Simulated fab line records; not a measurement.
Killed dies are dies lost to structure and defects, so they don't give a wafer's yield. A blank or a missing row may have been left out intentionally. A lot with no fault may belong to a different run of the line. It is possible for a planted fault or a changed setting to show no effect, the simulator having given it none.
Which tool did it? -- flow nand_harc -- Sampling: 12 lots, 36 wafers, 5 of 1159 route steps

== WHAT EACH GAUGE READ, for each wafer ==
NHARC_END_SORT_01.
lot,measured,on,killed_at_array,killed_at_other,killed_at_periphery,killed_dies,killed_open,killed_short
L494,day 19 10:26,prober-02,25 24 22,2 0 1,5 5 4,32 29 27,5 7 5,2 4 4
L495,day 20 16:17,prober-02,25 23 31,0 0 0,1 8 6,26 31 37,2 7 2,1 2 5
L500,day 21 10:40,prober-02,26 30 674,0 0 0,3 3 3,29 33 677,1 3 2,4 5 7
L511,day 24 12:37,prober-02,29 21 21,0 1 1,1 4 3,30 26 25,3 2 2,1 2 4
L513,day 25 06:07,prober-02,19 21 22,1 0 0,2 6 0,22 27 22,1 0 4,2 4 1

== WHICH TOOL RAN EACH LOT (tool, then ch and the chambers of the sampled wafers, then the start) ==
lot,NHARC_A_CONTACT_DEP_28,NHARC_A_CONTACT_ETCH_48,NHARC_A_CONTACT_ETCH_112,NHARC_A_CONTACT_ETCH_120
L494,"acl_dep-01 ch 0, day 16 03:46","rie_diel-07 ch 0,2,3, day 16 06:51","har_cap_etch-01 ch 1, day 16 08:13","har_cap_etch-01 ch 1, day 16 08:57"
L493,"acl_dep-02 ch 0, day 16 07:40","rie_diel-13 ch 0,1,2, day 16 10:54","har_cap_etch-01 ch 0,1, day 16 12:16","har_cap_etch-01 ch 0,1, day 16 13:00"
L496,"acl_dep-01 ch 0, day 16 18:13","rie_diel-07 ch 1,2, day 16 21:02","har_cap_etch-03 ch 0,1, day 16 22:38","har_cap_etch-03 ch 0,1, day 16 23:21"
L497,"acl_dep-02 ch 0, day 16 19:05","rie_diel-13 ch 0,2, day 16 22:19","har_cap_etch-02 ch 0,1, day 17 00:10","har_cap_etch-02 ch 0,1, day 17 00:54"
L495,"acl_dep-01 ch 0, day 16 23:29","rie_diel-07 ch 1,2,3, day 17 02:44","har_cap_etch-02 ch 0,1, day 17 04:20","har_cap_etch-02 ch 0,1, day 17 05:15"
L500,"acl_dep-02 ch 0, day 18 06:52","rie_diel-07 ch 0,2,3, day 18 09:43","har_cap_etch-02 ch 0,1, day 18 11:06","har_cap_etch-02 ch 0,1, day 18 11:50"
L501,"acl_dep-01 ch 0, day 18 07:08","rie_diel-01 ch 0,1,3, day 18 10:22","har_cap_etch-01 ch 0,1, day 18 11:46","har_cap_etch-01 ch 0,1, day 18 12:29"
L507,"acl_dep-02 ch 0, day 19 10:02","rie_diel-13 ch 0,1, day 19 12:32","har_cap_etch-02 ch 0,1, day 19 13:57","har_cap_etch-02 ch 0,1, day 19 14:55"
L511,"acl_dep-01 ch 0, day 21 12:50","rie_diel-07 ch 2,3, day 21 15:41","har_cap_etch-03 ch 0,1, day 21 17:04","har_cap_etch-03 ch 0,1, day 21 17:48"
L514,"acl_dep-01 ch 0, day 21 15:48","rie_diel-07 ch 1,2,3, day 21 19:12","har_cap_etch-01 ch 0,1, day 21 20:56","har_cap_etch-01 ch 0,1, day 21 21:40"
L513,"acl_dep-03 ch 0, day 22 02:28","rie_diel-07 ch 1,2, day 22 04:56","har_cap_etch-03 ch 0,1, day 22 06:23","har_cap_etch-03 ch 0,1, day 22 07:07"
L516,"acl_dep-01 ch 0, day 22 03:32","rie_diel-07 ch 1,2, day 22 06:42","har_cap_etch-02 ch 1, day 22 08:17","har_cap_etch-02 ch 1, day 22 09:01"
- NHARC_A_CONTACT_DEP_28: deposits aC, target thk 3600 nm.
- NHARC_A_CONTACT_ETCH_48: etches the open film in CF4, target depth 39 nm, time 65 s.
- NHARC_A_CONTACT_ETCH_112: etches the open film in C4F8/O2/Ar, time 94 s, target depth 922 nm.
- NHARC_A_CONTACT_ETCH_120: etches the open film in C4F8/O2/Ar, time 94 s, target depth 922 nm.

== WHAT THE TOOLS THEMSELVES READ (means of the sampled wafers that have a number; where no wafer has one, the mark that the record gives instead) ==
NHARC_A_CONTACT_DEP_28.
lot,tool,throttle_valve_pct (%)
L494,acl_dep-01,35.003
L493,acl_dep-02,34.994
L496,acl_dep-01,35.001
L497,acl_dep-02,35.008
L495,acl_dep-01,34.988
L500,acl_dep-02,35.000
L501,acl_dep-01,34.998
L507,acl_dep-02,35.005
L511,acl_dep-01,34.994
L514,acl_dep-01,34.997
L513,acl_dep-03,35.000
L516,acl_dep-01,34.999

NHARC_A_CONTACT_ETCH_48.
lot,tool,drypump_motor_current_A (A),oes_product_au (a.u.),rf_vpp_V (V),showerhead_plenum_p_Torr (Torr),throttle_valve_pct (%)
L494,rie_diel-07,5.5,0.999,150.4,1.72,13.282
L493,rie_diel-13,5.8,1.010,151.8,1.78,13.286
L496,rie_diel-07,5.6,1.013,150.4,1.69,13.281
L497,rie_diel-13,5.6,1.003,152.8,1.85,13.292
L495,rie_diel-07,5.8,0.994,151.1,1.70,13.289
L500,rie_diel-07,5.5,0.932,151.5,1.80,13.281
L501,rie_diel-01,5.6,1.003,150.1,1.71,13.286
L507,rie_diel-13,5.8,0.996,150.7,1.72,13.285
L511,rie_diel-07,5.9,0.997,150.3,1.73,13.282
L514,rie_diel-07,5.8,0.997,151.9,1.78,13.282
L513,rie_diel-07,5.6,1.004,152.7,1.87,13.276
L516,rie_diel-07,5.6,0.995,152.7,1.87,13.293

NHARC_A_CONTACT_ETCH_112.
lot,tool,oes_air_line_au (a.u.)
L494,har_cap_etch-01,1.012
L493,har_cap_etch-01,0.987
L496,har_cap_etch-03,0.999
L497,har_cap_etch-02,0.998
L495,har_cap_etch-02,0.993
L500,har_cap_etch-02,1.036
L501,har_cap_etch-01,0.997
L507,har_cap_etch-02,1.005
L511,har_cap_etch-03,0.991
L514,har_cap_etch-01,1.017
L513,har_cap_etch-03,1.015
L516,har_cap_etch-02,0.994

NHARC_A_CONTACT_ETCH_120.
lot,tool,oes_air_line_au (a.u.)
L494,har_cap_etch-01,1.004
L493,har_cap_etch-01,1.001
L496,har_cap_etch-03,0.997
L497,har_cap_etch-02,1.011
L495,har_cap_etch-02,1.014
L500,har_cap_etch-02,1.029
L501,har_cap_etch-01,1.002
L507,har_cap_etch-02,1.026
L511,har_cap_etch-03,1.011
L514,har_cap_etch-01,0.977
L513,har_cap_etch-03,1.015
L516,har_cap_etch-02,1.000

== THE ANSWER, worked out from the rows above alone ==
Rule: the lots themselves supply what counts as usual. Put in order of their means at a reading, lots are off if they are a third of the lots or fewer, leave a main group of 4 or more, and stand apart from it by a gap of 3 or more times the standard deviation of the main group's means; of several such gaps the widest counts. The tables above print the reading to a certain number of digits; a main group whose means all agree to those digits is not used. Also off: a lot with no number at a reading for which 4 or more lots have one. The other lots that the step has rows for count as sound. The gauges are gone through in route order, then the tools' own readings, and for those a lot's mean is taken as printed above. At the first step where some lot is off, the reading lying furthest off is the one used; lots without a number count as furthest.
Off: L500 (NHARC_END_SORT_01, killed_at_array). Mean 24 and standard deviation 2 in the main group. Neither off nor sound, because the step has no rows for them: L493, L496, L497, L501, L507, L514, L516.
A tool fits if, at a process step before that reading, it ran every lot that is off, and no sound lot after the first of them. The gauges at NHARC_END_SORT_01 aren't tried: what is off there is off at NHARC_A_CONTACT_ETCH_48 too, on other tools, and a gauge's error can't cause that. This does not decide it: 2 tools fit, namely acl_dep-02 at NHARC_A_CONTACT_DEP_28 and har_cap_etch-02 at NHARC_A_CONTACT_ETCH_112 and NHARC_A_CONTACT_ETCH_120.

== WHAT THE SIMULATOR HAD PUT IN ==
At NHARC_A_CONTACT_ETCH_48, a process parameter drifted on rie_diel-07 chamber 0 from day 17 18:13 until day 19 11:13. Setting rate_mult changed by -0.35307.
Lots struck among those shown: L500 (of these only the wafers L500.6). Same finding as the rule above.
